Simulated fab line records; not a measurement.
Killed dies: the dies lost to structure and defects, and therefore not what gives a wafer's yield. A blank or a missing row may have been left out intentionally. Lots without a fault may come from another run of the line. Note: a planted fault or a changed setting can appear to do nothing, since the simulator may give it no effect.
fab line records | flow n5Finfet
[record] lots = 7 wafers = 21
route steps=1938 shown BEOL_M5@1145 BEOL_M6@1224 BEOL_M7@1263
startH: hours from the record's opening day to when the first of the lot's shown wafers began | waitH: hours since the lot's step before | " repeats the value in the row above | L1.1+2: several wafers, shown together as one row | - value missing, or start not given | * or withheld: withheld | < > ~ a bound
route shown NAME@n: a module of which the file shows steps, and the number in the route of the first | usual: mean/standard deviation taken from wafers without a fault | same: alike in all rows | chamber/n: place in a boat | sites: per-site readings | _std_site: their standard deviation | _edge_site: the outer-site mean with the inner-site mean subtracted | radiusMm: for every site, how far away it sits from the centre of the wafer | mask NAME#n: copy n | behind: the most recent tool/chamber to have shaped the wafer | hold: why the lot was held/for how many hours/how that ended | device: the n, p or np transistor that did not switch | end of line: tests run on the same wafers once the route is complete | a step given without rows: its recipe and nothing more | killed: count of dies lost to structure and defects at first sort (not the wafer's yield) | map: the dies of a wafer, with x for killed, . for not killed, _ for no die there
set.NAME: the run value of the setting; set.NAME@STEP: its run value at that earlier step | model.NAME: the simulator's own value behind a step, which no gauge read
one table per step and one row per wafer, for lots whose settings were changed on purpose
[[steps]]
[step N5_BEOL_M5_EXPOSE_25]
[recipe] maskId = V4 na = 0.33 sourceShape = quasar sigmaInner = 0.2 sigmaOuter = 0.6 polarization = unpolarized defocusNm = 10 doseMj = 52.75
// columns lot.wafer tool chamber startH waitH mask set.doseMj
L074.1+3 euvScanner-02 0 178.47 - V4#0 49.97
L074.6 " 0 " " V4#0 52.75
L080.1+6 euvScanner-01 0 222.13 - V4#0 52.75
L080.2 " 0 " " V4#0 50.95
L087.2 euvScanner-01 0 260.88 - V4#0 54.33
L087.4+5 " 0 " " V4#0 52.75
L090.1+3+6 euvScanner-02 0 280.38 - V4#0 52.75
L088.2+5+6 euvScanner-02 0 286.19 - V4#0 52.75
L095.3+4+6 euvScanner-02 0 300.13 - V4#0 52.75
L093.1+4+6 euvScanner-02 0 321.08 - V4#0 52.75
[step N5_BEOL_M5_PEB_26]
[recipe] pebTempC = 100 pebTimeS = 60 resist = CAR-EUV
[step N5_BEOL_M5_DEVELOP_27]
[recipe] developTimeS = 30 developer = TMAH resist = CAR-EUV rinseLiquid = surfactantRinse dry = airSpin devTempC = 23
[step N5_BEOL_M5_CD_MEAS_28]
[recipe] targetCdNm = 30.6 landingEnergyEv = 500 detector = seInlens targetCdYNm = 20 polarity = opening
[usual] cdNm = 30.50/0.26
// columns lot.wafer tool chamber startH waitH set.doseMj@BEOL_M5_EXPOSE_25 cdNm
L074.1 cdSem-01 0 178.61 - 49.97 29.38
L074.3 " 0 " " 49.97 29.30
L074.6 " 0 " " 52.75 30.98
L080.1 cdSem-02 0 222.27 - 52.75 30.26
L080.2 " 0 " " 50.95 29.88
L080.6 " 0 " " 52.75 30.40
L087.2 cdSem-02 0 261.01 - 54.33 30.96
L087.4 " 0 " " 52.75 30.56
L087.5 " 0 " " 52.75 30.62
L090.1 cdSem-03 0 280.52 - 52.75 30.21
L090.3 " 0 " " 52.75 30.56
L090.6 " 0 " " 52.75 30.08
L088.2 cdSem-01 0 286.32 - 52.75 30.33
L088.5 " 0 " " 52.75 30.32
L088.6 " 0 " " 52.75 30.37
L095.3 cdSem-03 0 300.26 - 52.75 30.62
L095.4 " 0 " " 52.75 30.43
L095.6 " 0 " " 52.75 30.44
L093.1 cdSem-02 0 321.22 - 52.75 30.66
L093.4 " 0 " " 52.75 30.16
L093.6 " 0 " " 52.75 30.25
[step N5_BEOL_M5_DESCUM_33]
[recipe] chemistry = O2 timeS = 7 sourcePowerW = 50 biasPowerW = 20 pressureMtorr = 20 rfFrequencyHz = 2.712e+07 tempC = 40 resist = CAR-EUV o2FlowSccm = 225
[step N5_BEOL_M5_ETCH_75]
[recipe] chemistry = N2/H2 target = underlayer targetDepthA = 65 maskMaterial = CAR-EUV timeS = 5.2 ionEnergyEv = 200 pressureMtorr = 30 sourceW = 840 biasW = 150 n2FlowSccm = 200 h2FlowSccm = 200 ends = cleared
// columns lot.wafer tool chamber startH waitH set.doseMj@BEOL_M5_EXPOSE_25 model.BEOL_M5.cdNm
L074.1 rieDiel-03 0 178.77 0.0 49.97 26.4
L074.3 " 1 " " 49.97 26.2
L074.6 " 0 " " 52.75 27.8
L080.1 rieDiel-03 2 222.42 0.0 52.75 27.8
L080.2 " 3 " " 50.95 27
L080.6 " 2 " " 52.75 28
L087.2 rieDiel-05 0 261.45 0.0 54.33 28.6
L087.4 " 2 " " 52.75 27.4
L087.5 " 0 " " 52.75 27.8
L090.1 rieDiel-05 3 280.67 0.0 52.75 28.8
L090.3+6 " 1,3 " " 52.75 28.4
L088.2+5 rieDiel-04 0,1 286.48 0.0 52.75 27.6
L088.6 " 2 " " 52.75 28
L095.3 rieDiel-03 0 300.68 0.0 52.75 28
L095.4+6 " 3,2 " " 52.75 27.8
L093.1 rieDiel-03 0 321.47 0.0 52.75 28.4
L093.4+6 " 3,0 " " 52.75 27.8
[step N5_BEOL_M5_ETCH_67]
[recipe] chemistry = CF4 target = SiARC targetDepthA = 156 maskMaterial = CAR-EUV timeS = 26 ionEnergyEv = 80 pressureMtorr = 40 sourceW = 545 biasW = 36 Ar_flow_sccm = 100 cf4FlowSccm = 100 ends = cleared
// columns lot.wafer tool chamber startH waitH set.spinRpm@BEOL_M5_COAT_66 model.etch.depthNm model.CAR-EUV_of_BEOL_M5_COAT_22.thkNm
L074.1+6 rieDiel-03 0 178.78 0.0 1586 11.63 11.6
L074.3 " 1 " " 1500 11.94 11.2
L080.1 rieDiel-03 2 222.44 0.0 1500 12.08 11
L080.2 " 3 " " 1433 12.35 10.8
L080.6 " 2 " " 1500 12.03 11.2
L087.2+5 rieDiel-05 0 261.47 0.0 1500 12.01 11.2
L087.4 " 2 " " 1346 12.68 10.6
L090.1+6 rieDiel-05 3 280.69 0.0 1500 11.99 11.2
L090.3 " 1 " " 1500 12.01 11.2
L088.2 rieDiel-04 0 286.49 0.0 1417 12.36 10.8
L088.5 " 1 " " 1500 11.98 11
L088.6 " 2 " " 1417 12.29 10.8
L095.3 rieDiel-03 0 300.69 0.0 1500 12.01 11.2
L095.4 " 3 " " 1500 12 11.2
L095.6 " 2 " " 1500 11.95 11.2
L093.1 rieDiel-03 0 321.49 0.0 1500 12.04 11
L093.4 " 3 " " 1500 12.02 11
L093.6 " 0 " " 1500 12.04 11.2
[step N5_BEOL_M6_EXPOSE_25]
[recipe] maskId = V5 na = 0.33 sourceShape = annular sigmaInner = 0.4 sigmaOuter = 0.8 polarization = unpolarized targetCdNm = 40 doseMj = 45
// columns lot.wafer tool chamber startH waitH mask set.doseMj
L074.1+3 euvScanner-01 0 189.44 - V5#0 45
L074.6 " 0 " " V5#0 42.62
L080.1+2+6 euvScanner-01 0 237.98 - V5#0 45
L087.2+4+5 euvScanner-01 0 275.28 - V5#0 45
L090.1+3+6 euvScanner-01 0 293.17 - V5#0 45
L088.2 euvScanner-01 0 299.99 - V5#0 42.36
L088.5+6 " 0 " " V5#0 45
L095.3+4+6 euvScanner-02 0 311.63 - V5#0 41.8
L093.1+4+6 euvScanner-01 0 335.64 - V5#0 45
[step N5_BEOL_M6_PEB_26]
[recipe] pebTempC = 100 pebTimeS = 60 resist = CAR-EUV
[step N5_BEOL_M6_DEVELOP_27]
[recipe] developTimeS = 30 developer = TMAH resist = CAR-EUV rinseLiquid = surfactantRinse dry = airSpin devTempC = 23
[step N5_BEOL_M6_CD_MEAS_28]
[recipe] targetCdNm = 40 landingEnergyEv = 500 detector = seInlens
[usual] cdNm = 39.89/0.24
// columns lot.wafer tool chamber startH waitH set.doseMj@BEOL_M6_EXPOSE_25 cdNm
L074.1 cdSem-03 0 189.57 - 45 40.16
L074.3 " 0 " " 45 39.93
L074.6 " 0 " " 42.62 38.69
L080.1 cdSem-01 0 238.12 - 45 40.41
L080.2 " 0 " " 45 40.09
L080.6 " 0 " " 45 39.72
L087.2 cdSem-02 0 275.41 - 45 40.25
L087.4 " 0 " " 45 39.72
L087.5 " 0 " " 45 39.93
L090.1 cdSem-02 0 293.30 - 45 39.75
L090.3 " 0 " " 45 39.89
L090.6 " 0 " " 45 39.98
L088.2 cdSem-01 0 300.12 - 42.36 38.57
L088.5 " 0 " " 45 40.16
L088.6 " 0 " " 45 39.97
L095.3 cdSem-03 0 311.75 - 41.8 37.95
L095.4 " 0 " " 41.8 38.38
L095.6 " 0 " " 41.8 38.08
L093.1 cdSem-03 0 335.78 - 45 39.77
L093.4 " 0 " " 45 39.99
L093.6 " 0 " " 45 39.44
[step N5_BEOL_M6_DESCUM_33]
[recipe] chemistry = O2 timeS = 7 sourcePowerW = 50 biasPowerW = 20 pressureMtorr = 20 rfFrequencyHz = 2.712e+07 tempC = 40 resist = CAR-EUV o2FlowSccm = 225
// columns lot.wafer tool chamber startH waitH set.doseMj@BEOL_M6_EXPOSE_25 model.BEOL_M6.cdNm
L074.1+3 rieDiel-01 1,2 189.70 0.0 45 40
L074.6 " 3 " " 42.62 38.8
L080.1+2 rieDiel-06 0,3 238.24 0.0 45 39.8
L080.6 " 1 " " 45 40
L087.2+5 rieDiel-01 0 275.87 0.4 45 40.2
L087.4 " 2 " " 45 39.8
L090.1+6 rieDiel-06 0,1 293.56 0.2 45 39.8
L090.3 " 2 " " 45 40
L088.2 rieDiel-06 2 300.30 0.1 42.36 38.6
L088.5+6 " 3,2 " " 45 39.8
L095.3 rieDiel-01 0 312.10 0.3 41.8 38.4
L095.4 " 2 " " 41.8 38.2
L095.6 " 1 " " 41.8 38
L093.1 rieDiel-01 1 336.00 0.1 45 40
L093.4 " 0 " " 45 40.2
L093.6 " 2 " " 45 39.6
[step N5_BEOL_M6_ETCH_72]
[recipe] chemistry = N2/H2 target = underlayer targetDepthA = 65 maskMaterial = CAR-EUV timeS = 5.2 ionEnergyEv = 200 pressureMtorr = 30 sourceW = 840 biasW = 150 n2FlowSccm = 200 h2FlowSccm = 200 ends = cleared
// columns lot.wafer tool chamber startH waitH set.doseMj@BEOL_M6_EXPOSE_25 model.BEOL_M6.cdNm
L074.1 rieDiel-01 1 189.73 0.0 45 40.2
L074.3 " 2 " " 45 40
L074.6 " 3 " " 42.62 38.8
L080.1+2+6 rieDiel-06 0,3,1 238.27 0.0 45 39.8
L087.2 rieDiel-01 0 275.90 0.0 45 40.2
L087.4 " 2 " " 45 40
L087.5 " 0 " " 45 40.4
L090.1 rieDiel-06 0 293.59 0.0 45 39.8
L090.3 " 2 " " 45 40.2
L090.6 " 1 " " 45 40
L088.2 rieDiel-06 2 300.33 0.0 42.36 38.6
L088.5 " 3 " " 45 40
L088.6 " 2 " " 45 39.8
L095.3 rieDiel-01 0 312.13 0.0 41.8 38.4
L095.4 " 2 " " 41.8 38.2
L095.6 " 1 " " 41.8 38
L093.1 rieDiel-01 1 336.03 0.0 45 40
L093.4 " 0 " " 45 40.2
L093.6 " 2 " " 45 39.8
[step N5_BEOL_M6_ETCH_65]
[recipe] chemistry = CF4 target = SiARC targetDepthA = 156 maskMaterial = CAR-EUV timeS = 26 ionEnergyEv = 80 pressureMtorr = 40 sourceW = 545 biasW = 36 Ar_flow_sccm = 100 cf4FlowSccm = 100 ends = cleared
// columns lot.wafer tool chamber startH waitH set.doseMj@BEOL_M6_EXPOSE_25 model.BEOL_M6.cdNm
L074.1 rieDiel-01 1 189.75 0.0 45 40.2
L074.3 " 2 " " 45 40
L074.6 " 3 " " 42.62 38.8
L080.1+2 rieDiel-06 0,3 238.29 0.0 45 39.8
L080.6 " 1 " " 45 40
L087.2+5 rieDiel-01 0 275.92 0.0 45 40.4
L087.4 " 2 " " 45 40
L090.1 rieDiel-06 0 293.61 0.0 45 39.8
L090.3+6 " 2,1 " " 45 40.2
L088.2 rieDiel-06 2 300.35 0.0 42.36 38.4
L088.5 " 3 " " 45 39.8
L088.6 " 2 " " 45 40
L095.3+4 rieDiel-01 0,2 312.15 0.0 41.8 38.4
L095.6 " 1 " " 41.8 38
L093.1 rieDiel-01 1 336.05 0.0 45 40
L093.4 " 0 " " 45 40.2
L093.6 " 2 " " 45 39.8
[step N5_BEOL_M6_ETCH_66]
[recipe] chemistry = N2/H2 target = SOC targetDepthA = 800 overetchA = 160 maskMaterial = SiARC tempC = 40 timeS = 120 ionEnergyEv = 200 pressureMtorr = 30 sourceW = 840 biasW = 150 n2FlowSccm = 200 h2FlowSccm = 200
[usual] rfVppV = 523.9/3
// columns lot.wafer tool chamber startH waitH set.sourceW set.doseMj@BEOL_M6_EXPOSE_25 rfVppV model.BEOL_M6.cdNm
L074.1 rieDiel-01 1 189.78 0.0 840 45 521.9 40.2
L074.3 " 2 " " 840 45 522.6 40.2
L074.6 " 3 " " 840 42.62 522.2 38.8
L080.1 rieDiel-06 0 238.32 0.0 986.5 45 499.9 40.6
L080.2 " 3 " " 840 45 522.7 40
L080.6 " 1 " " 840 45 523.2 40
L087.2 rieDiel-01 0 275.95 0.0 927.8 45 507.1 40.4
L087.4 " 2 " " 927.8 45 504.7 40.4
L087.5 " 0 " " 840 45 523.4 40.2
L090.1 rieDiel-06 0 293.64 0.0 840 45 528.3 40
L090.3 " 2 " " 840 45 524.5 40.2
L090.6 " 1 " " 840 45 522.5 40.2
L088.2 rieDiel-06 2 300.38 0.0 787.9 42.36 537.8 38.4
L088.5 " 3 " " 787.9 45 532.6 40.2
L088.6 " 2 " " 840 45 524.8 40
L095.3 rieDiel-01 0 312.18 0.0 893 41.8 512.8 38.4
L095.4 " 2 " " 840 41.8 523.6 38.4
L095.6 " 1 " " 840 41.8 521.1 38
L093.1 rieDiel-01 1 336.08 0.0 840 45 523.2 40
L093.4 " 0 " " 840 45 523.1 40
L093.6 " 2 " " 840 45 520.9 40
[step N5_BEOL_M6_STRIP_69]
[recipe] chemistry = N2/H2 tempC = 40 n2FlowSccm = 200 h2FlowSccm = 200 rfFrequencyHz = 6e+07
[step N5_BEOL_M6_STRIP_73]
[recipe] chemistry = N2/H2 tempC = 40 n2FlowSccm = 200 h2FlowSccm = 200 rfFrequencyHz = 6e+07
[step N5_BEOL_M6_VIA_ETCH_34]
[recipe] chemistry = C4F6/O2 target = SiCOH_lowk targetDepthA = 1263 maskMaterial = SOC taperDeg = 4 timeS = 50.9 ionEnergyEv = 250 pressureMtorr = 30 sourceW = 345 biasW = 185 Ar_flow_sccm = 300 C4F6_flow_sccm = 10 O2_flow_sccm = 10
// columns lot.wafer tool chamber startH waitH set.doseMj@BEOL_M6_EXPOSE_25 model.BEOL_M6.cdNm
L074.1 rieDiel-01 1 189.88 0.0 45 40.2
L074.3 " 2 " " 45 40.4
L074.6 " 3 " " 42.62 38.8
L080.1 rieDiel-06 0 238.42 0.0 45 40.6
L080.2 " 3 " " 45 40
L080.6 " 1 " " 45 39.8
L087.2+4 rieDiel-01 0,2 276.05 0.0 45 40.4
L087.5 " 0 " " 45 40
L090.1 rieDiel-06 0 293.74 0.0 45 40
L090.3+6 " 2,1 " " 45 40.2
L088.2 rieDiel-06 2 300.48 0.0 42.36 38.2
L088.5+6 " 3,2 " " 45 40
L095.3 rieDiel-01 0 312.28 0.0 41.8 38.2
L095.4 " 2 " " 41.8 38.6
L095.6 " 1 " " 41.8 38
L093.1+6 rieDiel-01 1,2 336.18 0.0 45 40.2
L093.4 " 0 " " 45 40
[step N5_BEOL_M7_ILD_DEP_00]
[recipe] material = SiCOH_lowk targetThkA = 1797.5 tempC = 300 precursor = DEMS/porogen pressureTorr = 5 rfW = 500 timeS = 33.4
// columns lot.wafer tool chamber startH waitH set.timeS model.SiCOH_lowk_of_BEOL_M7_ILD_DEP_00.thkNm
L074.1 pecvd-04 2 192.95 0.0 33.4 178.4
L074.3 " 1 " " 31.64 173.2
L074.6 " 1 " " 33.4 183.4
L080.1 pecvd-04 1 241.11 0.0 31.47 170.2
L080.2 " 0 " " 31.47 168.8
L080.6 " 0 " " 33.4 184.4
L087.2 pecvd-02 2 279.37 0.0 33.4 176.8
L087.4 " 0 " " 35.73 193
L087.5 " 2 " " 33.4 177.6
L090.1 pecvd-01 1 297.24 0.0 33.4 176.6
L090.3 " 2 " " 33.4 178
L090.6 " 2 " " 33.4 178.6
L088.2 pecvd-02 2 303.11 0.0 28.42 151.8
L088.5 " 0 " " 28.42 154.6
L088.6 " 2 " " 33.4 181.2
L095.3 pecvd-01 1 315.19 0.1 33.4 183.6
L095.4 " 2 " " 33.4 179
L095.6 " 1 " " 31.03 170.2
L093.1 pecvd-04 1 340.03 0.0 33.4 180.2
L093.4 " 1 " " 33.4 181.4
L093.6 " 2 " " 29.02 158
[step N5_BEOL_M7_CURE_74]
[recipe] tempC = 385 timeS = 240 ambient = He/Ar material = SiCOH_lowk
// columns lot.wafer tool chamber startH waitH set.timeS@BEOL_M7_ILD_DEP_00 model.SiCOH_lowk_of_BEOL_M7_ILD_DEP_00.thkNm
L074.1 uvCure-02 2 193.03 0.1 33.4 154
L074.3 " 2 " " 31.64 149.4
L074.6 " 2 " " 33.4 158.2
L080.1 uvCure-01 2 241.17 0.0 31.47 146.8
L080.2 " 2 " " 31.47 145.4
L080.6 " 2 " " 33.4 159
L087.2 uvCure-01 1 279.52 0.1 33.4 152.4
L087.4 " 1 " " 35.73 166.4
L087.5 " 1 " " 33.4 153.2
L090.1 uvCure-02 2 297.33 0.1 33.4 152.4
L090.3 " 2 " " 33.4 153.4
L090.6 " 2 " " 33.4 154
L088.2 uvCure-02 1 303.26 0.1 28.42 130.8
L088.5 " 1 " " 28.42 133.2
L088.6 " 1 " " 33.4 156.2
L095.3 uvCure-03 0 315.41 0.2 33.4 158.4
L095.4 " 0 " " 33.4 154.4
L095.6 " 0 " " 31.03 146.6
L093.1 uvCure-03 2 340.09 0.0 33.4 155.4
L093.4 " 2 " " 33.4 156.4
L093.6 " 2 " " 29.02 136
[step N5_BEOL_M7_THK_MEAS_01]
[recipe] reads = SiCOH_lowk_of_BEOL_M7_ILD_DEP_00
[usual] M7_ILD_THK = 155.1/2.1
// columns lot.wafer tool chamber startH waitH set.timeS@BEOL_M7_ILD_DEP_00 M7_ILD_THK[nm]
L074.1 filmMetro-02 - 193.55 0.4 33.4 153.7
L074.3 " - " " 31.64 149.4
L074.6 " - " " 33.4 158.2
L080.1 filmMetro-01 - 242.16 0.8 31.47 146.8
L080.2 " - " " 31.47 145.4
L080.6 " - " " 33.4 159.1
L087.2 filmMetro-02 - 279.95 0.4 33.4 152.5
L087.4 " - " " 35.73 166.3
L087.5 " - " " 33.4 153.1
L090.1 filmMetro-02 - 297.84 0.4 33.4 152.3
L090.3 " - " " 33.4 153.5
L090.6 " - " " 33.4 154.0
L088.2 filmMetro-01 - 303.69 0.4 28.42 130.6
L088.5 " - " " 28.42 133.2
L088.6 " - " " 33.4 156.3
L095.3 filmMetro-01 - 315.77 0.3 33.4 158.4
L095.4 " - " " 33.4 154.5
L095.6 " - " " 31.03 146.7
L093.1 filmMetro-02 - 340.61 0.4 33.4 155.5
L093.4 " - " " 33.4 156.4
L093.6 " - " " 29.02 136.1
[step N5_BEOL_M7_HM_DEP_02]
[recipe] material = TiN targetThkA = 200 tempC = 25 chamberPressurePa = 0.49996
// columns lot.wafer tool chamber startH waitH set.targetThkA model.TiN_of_BEOL_M7_HM_DEP_02.thkNm
L074.1+3+6 pvdSputter-03 - 196.25 2.6 200 19.8
L080.1+2 pvdSputter-01 - 242.68 0.5 200 20
L080.6 " - " " 200 19.6
L087.2 pvdSputter-01 - 281.50 1.5 179.1 17.6
L087.4 " - " " 179.1 18
L087.5 " - " " 200 19.8
L090.1+3+6 pvdSputter-02 - 298.42 0.5 200 19.8
L088.2+6 pvdSputter-03 - 304.53 0.8 187.1 18.8
L088.5 " - " " 200 20
L095.3 pvdSputter-02 - 316.65 0.8 200 20
L095.4 " - " " 181 18.4
L095.6 " - " " 181 18
L093.1 pvdSputter-03 - 341.70 1.0 200 20
L093.4+6 " - " " 207.3 20.8
[step N5_BEOL_M7_COAT_59]
[recipe] resist = SOC tempC = 250 timeS = 60 spinRpm = 1500 resistThkNm = 100
[step N5_BEOL_M7_COAT_60]
[recipe] resist = SiARC tempC = 220 timeS = 60 spinRpm = 1500 resistThkNm = 35
[step N5_BEOL_M7_STRIP_68]
[recipe] chemistry = N2/H2 tempC = 40 n2FlowSccm = 200 h2FlowSccm = 200 rfFrequencyHz = 6e+07
[step N5_BEOL_M7_STRIP_67]
[recipe] chemistry = CF4 resist = SiARC powerW = 300 biasPowerW = 75 pressureMtorr = 50 cf4FlowSccm = 150 rfFrequencyHz = 6e+07
[step N5_BEOL_M7_HM_OPEN_17]
[recipe] chemistry = Cl2/BCl3 targetDepthA = 200 overetchA = 60 target = TiN maskMaterial = SOC ionEnergyEv = 150 pressureMtorr = 10 icpW = 1000 biasW = 126 Cl2_flow_sccm = 53.25 bcl3FlowSccm = 21.75 Ar_flow_sccm = 25
// columns lot.wafer tool chamber startH waitH set.targetThkA@BEOL_M7_HM_DEP_02 model.etch.depthNm
L074.1 rieMetal-02 1 197.02 0.0 200 19.7
L074.3 " 0 " " 200 19.81
L074.6 " 0 " " 200 19.83
L080.1 rieMetal-02 1 243.55 0.0 200 19.91
L080.2 " 0 " " 200 19.95
L080.6 " 1 " " 200 19.69
L087.2 rieMetal-01 1 282.53 0.0 179.1 17.7
L087.4 " 1 " " 179.1 18.07
L087.5 " 1 " " 200 19.89
L090.1 rieMetal-03 1 299.16 0.0 200 19.77
L090.3 " 0 " " 200 19.8
L090.6 " 0 " " 200 19.78
L088.2 rieMetal-01 0 305.27 0.0 187.1 18.79
L088.5 " 0 " " 200 20.06
L088.6 " 1 " " 187.1 18.75
L095.3 rieMetal-01 1 317.54 0.1 200 20.01
L095.4 " 0 " " 181 18.36
L095.6 " 1 " " 181 18.03
L093.1 rieMetal-01 0 342.57 0.0 200 19.91
L093.4 " 0 " " 207.3 20.73
L093.6 " 0 " " 207.3 20.75
[[key]]
[split] step = N5_BEOL_M5_EXPOSE_25 setting = doseMj stated = 52.75 by = wafer
[response] step = N5_BEOL_M5_CD_MEAS_28 reading = cdNm change = +0.233 per = 1% r = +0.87
[response] step = N5_BEOL_M5_ETCH_75 reading = model.BEOL_M5.cdNm change = +0.289 per = 1% r = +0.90
[split] step = N5_BEOL_M6_EXPOSE_25 setting = doseMj stated = 45 by = wafer
[response] step = N5_BEOL_M6_CD_MEAS_28 reading = cdNm change = +0.255 per = 1% r = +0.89
[response] step = N5_BEOL_M6_DESCUM_33 reading = model.BEOL_M6.cdNm change = +0.215 per = 1% r = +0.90
[response] step = N5_BEOL_M6_ETCH_72 reading = model.BEOL_M6.cdNm change = +0.232 per = 1% r = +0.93
[response] step = N5_BEOL_M6_ETCH_65 reading = model.BEOL_M6.cdNm change = +0.251 per = 1% r = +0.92
[response] step = N5_BEOL_M6_ETCH_66 reading = model.BEOL_M6.cdNm change = +0.279 per = 1% r = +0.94
[response] step = N5_BEOL_M6_VIA_ETCH_34 reading = model.BEOL_M6.cdNm change = +0.296 per = 1% r = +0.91
[split] step = N5_BEOL_M6_ETCH_66 setting = sourceW stated = 840 by = wafer
[response] step = N5_BEOL_M6_ETCH_66 reading = rfVppV change = -1.44 per = 1% r = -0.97
[split] step = N5_BEOL_M7_ILD_DEP_00 setting = timeS stated = 33.4 by = wafer
[response] step = N5_BEOL_M7_ILD_DEP_00 reading = model.SiCOH_lowk_of_BEOL_M7_ILD_DEP_00.thkNm change = +1.86 per = 1% r = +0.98
[response] step = N5_BEOL_M7_CURE_74 reading = model.SiCOH_lowk_of_BEOL_M7_ILD_DEP_00.thkNm change = +1.62 per = 1% r = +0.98
[response] step = N5_BEOL_M7_THK_MEAS_01 reading = M7_ILD_THK change = +1.62 per = 1% r = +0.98
[split] step = N5_BEOL_M7_HM_DEP_02 setting = targetThkA stated = 200 by = wafer
[response] step = N5_BEOL_M7_HM_DEP_02 reading = model.TiN_of_BEOL_M7_HM_DEP_02.thkNm change = +0.191 per = 1% r = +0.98
[response] step = N5_BEOL_M7_HM_OPEN_17 reading = model.etch.depthNm change = +0.194 per = 1% r = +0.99
split outsideThisFile step=N5_BEOL_M5_COAT_66 setting=spinRpm
// split outsideThisFile: this setting was split too, and the file shows its column; the key of that split is in another file
